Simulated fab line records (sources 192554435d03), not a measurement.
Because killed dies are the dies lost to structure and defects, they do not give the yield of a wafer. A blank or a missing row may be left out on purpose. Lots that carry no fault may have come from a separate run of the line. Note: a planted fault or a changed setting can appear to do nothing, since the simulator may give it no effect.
Which tool is to blame?	flow n5_finfet	Sampling: 12 lots, 36 wafers, 2 of 1938 route steps

WHAT EACH GAUGE READ, for each wafer
N5_BEOL_M8_CD_MEAS_28: target cd 40 nm.
lot	measured	on	cd_nm (nm)
L075	day 11 00:16	cd_sem-01	40.06 40.35 40.15
L077	day 11 11:16	cd_sem-01	39.86 39.94 40.22
L080	day 12 06:31	cd_sem-03	39.83 39.81 40.28
L081	day 12 11:54	cd_sem-02	39.69 39.84 39.52
L083	day 12 22:13	cd_sem-03	40.06 40.16 40.02
L087	day 13 15:16	cd_sem-02	40.18 39.87 40.02
L086	day 14 02:29	cd_sem-01	39.79 40.28 39.80
L091	day 14 12:11	cd_sem-01	39.66 40.24 39.61
L092	day 14 16:25	cd_sem-02	40.15 40.00 40.11
L095	day 15 15:47	cd_sem-02	39.87 39.97 40.10
L094	day 16 04:39	cd_sem-02	40.31 39.92 40.10
L096	day 17 06:11	cd_sem-02	40.03 39.93 39.59

EACH LOT AND THE TOOL THAT RAN IT (in order: tool; ch and the chambers of the sampled wafers; start)
lot	N5_BEOL_M8_STRIP_67
L075	rie_diel-02 ch 0,1,3, day 10 22:46
L077	rie_diel-05 ch 0,2, day 11 08:24
L080	rie_diel-06 ch 2,3, day 12 05:01
L081	rie_diel-02 ch 0,2,3, day 12 08:34
L083	rie_diel-05 ch 0,1,3, day 12 20:32
L087	rie_diel-02 ch 0,3, day 13 12:49
L086	rie_diel-05 ch 1,3, day 14 01:43
L091	rie_diel-06 ch 0,1,3, day 14 11:40
L092	rie_diel-06 ch 1,3, day 14 13:23
L095	rie_diel-02 ch 0,1,2, day 15 13:48
L094	rie_diel-05 ch 0,1,3, day 16 00:29
L096	rie_diel-02 ch 0,1,3, day 17 02:02
- N5_BEOL_M8_STRIP_67: strips in CF4.

THE ANSWER, worked out from the rows above alone
Rule: usual is defined by the lots themselves. Put in order of their means at a reading, lots are off if they are a third of the lots or fewer, leave a main group of 4 or more, and stand apart from it by a gap of 3 or more times the standard deviation of the main group's means; of several such gaps the widest counts. The tables above print the reading to a certain number of digits; a main group whose means all agree to those digits is not used. Also off: a lot with no number at a reading for which 4 or more lots have one. The other lots that the step has rows for count as sound.
None of the lots is off at any reading shown; this tells nothing.

WHAT THE SIMULATOR HAD PUT IN
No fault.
